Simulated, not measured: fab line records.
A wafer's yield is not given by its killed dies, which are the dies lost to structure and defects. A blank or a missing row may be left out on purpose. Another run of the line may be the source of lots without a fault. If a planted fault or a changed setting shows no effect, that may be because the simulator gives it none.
Lot-split experiment -- flow n5Finfet -- on a route of 1938 steps: 7 lots, 39 wafers read

ABOUT THE SPLIT
At N5_BEOL_M11_VIA_ETCH_34 (etches SiCOH lowk in C4F6/O2, target depth 184.5 nm, time 69.2 s), the setting timeS was moved away from the recipe's 69.2 s on 12 of the 39 wafers read, by -56.0% to +45.2%. For the rest of the wafers, this setting stayed at what the recipe calls for.

Reading taken at the split's own step.

THE READING
SOC_of_BEOL_M11_COAT_63.thkNm (the simulator's own value, which no gauge read), in nm, at N5_BEOL_M11_VIA_ETCH_34 (etches SiCOH lowk in C4F6/O2, target depth 184.5 nm, time 69.2 s). There is no usual value for it anywhere in the file. Across the 27 wafers here that went through the recipe, the average is 92.0 nm and the standard deviation 0.35 nm.

wafer,"tool, chamber at the split","timeS as run, s",against the recipe,"SOC_of_BEOL_M11_COAT_63.thkNm, nm",against lot-mates on the recipe
L076.1,"rieDiel-01, 2",30.47,-56.0%,96.6,+4.5
L076.2,"rieDiel-01, 1",30.47,-56.0%,96.8,+4.7
L076.3,"rieDiel-01, 3",69.2,recipe,92.2,-
L076.4,"rieDiel-01, 0",69.2,recipe,92,-
L076.5,"rieDiel-01, 1",30.47,-56.0%,96.8,+4.7
L076.6,"rieDiel-01, 0",69.2,recipe,92,-
L077.1,"rieDiel-02, 0",69.2,recipe,92.4,-
L077.2,"rieDiel-02, 3",69.2,recipe,92,-
L077.3,"rieDiel-02, 2",69.2,recipe,91.8,-
L077.4,"rieDiel-02, 1",69.2,recipe,91.6,-
L077.5,"rieDiel-02, 3",69.2,recipe,92,-
L077.6,"rieDiel-02, 2",69.2,recipe,91.6,-
L079.2,"rieDiel-05, 2",69.2,recipe,91.4,-
L079.3,"rieDiel-05, 0",69.2,recipe,91.2,-
L079.5,"rieDiel-05, 1",69.2,recipe,91.4,-
L080.1,"rieDiel-02, 0",30.71,-55.6%,96.6,+4.7
L080.2,"rieDiel-02, 3",30.71,-55.6%,96.8,+4.9
L080.3,"rieDiel-02, 2",69.2,recipe,91.8,-
L080.4,"rieDiel-02, 1",69.2,recipe,91.8,-
L080.5,"rieDiel-02, 3",30.71,-55.6%,96.8,+4.9
L080.6,"rieDiel-02, 0",69.2,recipe,92.2,-
L082.1,"rieDiel-02, 0",69.2,recipe,92.2,-
L082.2,"rieDiel-02, 2",69.2,recipe,91.6,-
L082.3,"rieDiel-02, 3",87.96,+27.1%,90,-1.9
L082.4,"rieDiel-02, 1",69.2,recipe,92,-
L082.5,"rieDiel-02, 2",87.96,+27.1%,89.4,-2.5
L082.6,"rieDiel-02, 1",87.96,+27.1%,89.8,-2.1
L083.1,"rieDiel-05, 0",69.2,recipe,92.2,-
L083.2,"rieDiel-05, 1",69.2,recipe,92.6,-
L083.3,"rieDiel-05, 2",69.2,recipe,92.2,-
L083.4,"rieDiel-05, 1",69.2,recipe,92.4,-
L083.5,"rieDiel-05, 0",69.2,recipe,92.4,-
L083.6,"rieDiel-05, 2",69.2,recipe,92.2,-
L097.1,"rieDiel-05, 0",69.2,recipe,92,-
L097.2,"rieDiel-05, 3",69.2,recipe,91.8,-
L097.3,"rieDiel-05, 2",100.5,+45.2%,88.2,-3.9
L097.4,"rieDiel-05, 1",100.5,+45.2%,88.4,-3.7
L097.5,"rieDiel-05, 3",100.5,+45.2%,88.4,-3.7
L097.6,"rieDiel-05, 2",69.2,recipe,92.4,-

THE FIT
A straight line over all 39 wafers: SOC_of_BEOL_M11_COAT_63.thkNm changes by -0.0839 nm for each +1% of timeS; r = -0.99; the points scatter about the line by 0.31 nm.
The same after taking each lot's own level away (the mean of its wafers on the recipe; 39 wafers): -0.0839 nm for each +1%; r = -1.00; scatter 0.2 nm.
That fit puts the effect of the largest move of timeS on the reading at 4.7 nm.
The lots' own levels span 91.33 to 92.33 nm, that is 2.9 times the standard deviation above.
So the lot-to-lot level changes the slope little: the two slopes agree.
Check: with one of the wafers moved furthest among these (-56.0%) left out of the fit, the line predicts +4.74 nm for it against its lot-mates. Against them it came out at +4.53 nm.

THE OTHER SPLITS THESE WAFERS WENT THROUGH
Before the reading, these wafers also passed through other splits. Each is held against what the fit with the lots' levels taken away leaves over:
other split on the same wafers,wafers away from the commonest value,r with SOC_of_BEOL_M11_COAT_63.thkNm (lot level and that fit taken away)
N5_BEOL_M10_VIA_ETCH_34 timeS,18,-0.04

THE WHOLE CHAIN: every reading that the file lists as answering this split, in the file's order
step,what it does,reading,change (the file's fit),r (the file's)
N5_BEOL_M11_VIA_ETCH_34,"etches SiCOH lowk in C4F6/O2, target depth 184.5 nm, time 69.2 s","etch.depthNm (the simulator's own value, which no gauge read)",+1.87 nm for each +1% of the setting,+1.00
N5_BEOL_M11_VIA_ETCH_34,"etches SiCOH lowk in C4F6/O2, target depth 184.5 nm, time 69.2 s","SOC_of_BEOL_M11_COAT_63.thkNm (the simulator's own value, which no gauge read)",-0.084 nm for each +1% of the setting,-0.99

FILE'S OWN FIT
SOC_of_BEOL_M11_COAT_63.thkNm changes by -0.084 nm for each +1% of timeS, r = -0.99.
